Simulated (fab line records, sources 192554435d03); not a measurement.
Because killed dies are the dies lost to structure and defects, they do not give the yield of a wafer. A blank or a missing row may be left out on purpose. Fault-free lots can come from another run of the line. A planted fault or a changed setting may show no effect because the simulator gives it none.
Split-lot study || flow n5 finfet || route with 1938 steps; 7 lots, 21 wafers read

## ON THE SPLIT
At N5_BEOL_M4_TRENCH_ETCH_37 (etches SiOC in C4F6/O2, target depth 55.555 nm, time 29.2 s), the setting bias w was moved away from the recipe's 185 W on 7 of the 21 wafers read, by -13.8% to +10.3%. For the rest of the wafers, this setting stayed at what the recipe calls for.

The reading comes from the split's own step.

## THE READING
rf vpp V, in V, at N5_BEOL_M4_TRENCH_ETCH_37 (etches SiOC in C4F6/O2, target depth 55.555 nm, time 29.2 s). A value of 655 V with a standard deviation of 17 V is what fault-free wafers of this fab line usually give.

{"wafer": "L077.3", "tool, chamber at the split": "rie diel-06, 3", "bias w as run, W": 185, "against the recipe": "recipe", "rf vpp V, V": 674, "against lot-mates on the recipe": "-"}
{"wafer": "L077.5", "tool, chamber at the split": "rie diel-06, 2", "bias w as run, W": 185, "against the recipe": "recipe", "rf vpp V, V": 673, "against lot-mates on the recipe": "-"}
{"wafer": "L077.6", "tool, chamber at the split": "rie diel-06, 1", "bias w as run, W": 185, "against the recipe": "recipe", "rf vpp V, V": 665, "against lot-mates on the recipe": "-"}
{"wafer": "L079.4", "tool, chamber at the split": "rie diel-02, 2", "bias w as run, W": 185, "against the recipe": "recipe", "rf vpp V, V": 656, "against lot-mates on the recipe": "-"}
{"wafer": "L079.5", "tool, chamber at the split": "rie diel-02, 0", "bias w as run, W": 185, "against the recipe": "recipe", "rf vpp V, V": 682, "against lot-mates on the recipe": "-"}
{"wafer": "L079.6", "tool, chamber at the split": "rie diel-02, 3", "bias w as run, W": 185, "against the recipe": "recipe", "rf vpp V, V": 632, "against lot-mates on the recipe": "-"}
{"wafer": "L080.4", "tool, chamber at the split": "rie diel-06, 2", "bias w as run, W": 204.1, "against the recipe": "+10.3%", "rf vpp V, V": 726, "against lot-mates on the recipe": "+53"}
{"wafer": "L080.5", "tool, chamber at the split": "rie diel-06, 1", "bias w as run, W": 204.1, "against the recipe": "+10.3%", "rf vpp V, V": 721, "against lot-mates on the recipe": "+48"}
{"wafer": "L080.6", "tool, chamber at the split": "rie diel-06, 2", "bias w as run, W": 185, "against the recipe": "recipe", "rf vpp V, V": 673, "against lot-mates on the recipe": "-"}
{"wafer": "L084.2", "tool, chamber at the split": "rie diel-06, 3", "bias w as run, W": 159.5, "against the recipe": "-13.8%", "rf vpp V, V": 601, "against lot-mates on the recipe": -56}
{"wafer": "L084.3", "tool, chamber at the split": "rie diel-06, 2", "bias w as run, W": 185, "against the recipe": "recipe", "rf vpp V, V": 673, "against lot-mates on the recipe": "-"}
{"wafer": "L084.6", "tool, chamber at the split": "rie diel-06, 0", "bias w as run, W": 185, "against the recipe": "recipe", "rf vpp V, V": 642, "against lot-mates on the recipe": "-"}
{"wafer": "L085.2", "tool, chamber at the split": "rie diel-05, 3", "bias w as run, W": 202.3, "against the recipe": "+9.4%", "rf vpp V, V": 706, "against lot-mates on the recipe": "+56"}
{"wafer": "L085.3", "tool, chamber at the split": "rie diel-05, 0", "bias w as run, W": 185, "against the recipe": "recipe", "rf vpp V, V": 641, "against lot-mates on the recipe": "-"}
{"wafer": "L085.5", "tool, chamber at the split": "rie diel-05, 3", "bias w as run, W": 185, "against the recipe": "recipe", "rf vpp V, V": 658, "against lot-mates on the recipe": "-"}
{"wafer": "L087.1", "tool, chamber at the split": "rie diel-02, 0", "bias w as run, W": 185, "against the recipe": "recipe", "rf vpp V, V": 682, "against lot-mates on the recipe": "-"}
{"wafer": "L087.3", "tool, chamber at the split": "rie diel-02, 1", "bias w as run, W": 163.6, "against the recipe": "-11.6%", "rf vpp V, V": 603, "against lot-mates on the recipe": -66}
{"wafer": "L087.6", "tool, chamber at the split": "rie diel-02, 2", "bias w as run, W": 185, "against the recipe": "recipe", "rf vpp V, V": 656, "against lot-mates on the recipe": "-"}
{"wafer": "L097.1", "tool, chamber at the split": "rie diel-05, 0", "bias w as run, W": 201.1, "against the recipe": "+8.7%", "rf vpp V, V": 683, "against lot-mates on the recipe": "+43"}
{"wafer": "L097.3", "tool, chamber at the split": "rie diel-05, 0", "bias w as run, W": 185, "against the recipe": "recipe", "rf vpp V, V": 640, "against lot-mates on the recipe": "-"}
{"wafer": "L097.5", "tool, chamber at the split": "rie diel-05, 2", "bias w as run, W": 201.1, "against the recipe": "+8.7%", "rf vpp V, V": 673, "against lot-mates on the recipe": "+33"}

FIT RESULTS
A straight line over all 21 wafers: rf vpp V changes by +4.55 V for each +1% of bias w; r = +0.87; the points scatter about the line by 17 V.
The same after taking each lot's own level away (the mean of its wafers on the recipe; 21 wafers): +4.86 V for each +1%; r = +0.93; scatter 12 V.
That fit puts the effect of the largest move of bias w on the reading at 67 V.
Measured against the standard deviation above, the lots' own levels, which go from 640.0 to 673.0 V, span 1.9 times it.
The two slopes are in agreement: the lot-to-lot level therefore moves the slope only a little.
Check: -72.1 V against its lot-mates is what the line predicts for one of the wafers moved furthest among these (-13.8%) when that wafer is left out of the fit. Against them it came out at -56.5 V.
Tool readings at the split's step, against how far the setting was moved: rf vpp V r = +0.87.

## OTHER SPLITS ON THESE WAFERS
Other splits were also applied to these wafers ahead of the reading. Each is held against what the fit with the lots' levels taken away leaves over:
{"other split on the same wafers": "N5_BEOL_M4_COAT_67 spin rpm", "wafers away from the commonest value": 9, "r with rf vpp V (lot level and that fit taken away)": -0.07}
{"other split on the same wafers": "N5_BEOL_M4_VIA_ETCH_34 source w", "wafers away from the commonest value": 10, "r with rf vpp V (lot level and that fit taken away)": -0.06}

## THE FILE'S OWN FIT
rf vpp V changes by +4.91 V for each +1% of bias w, r = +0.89.
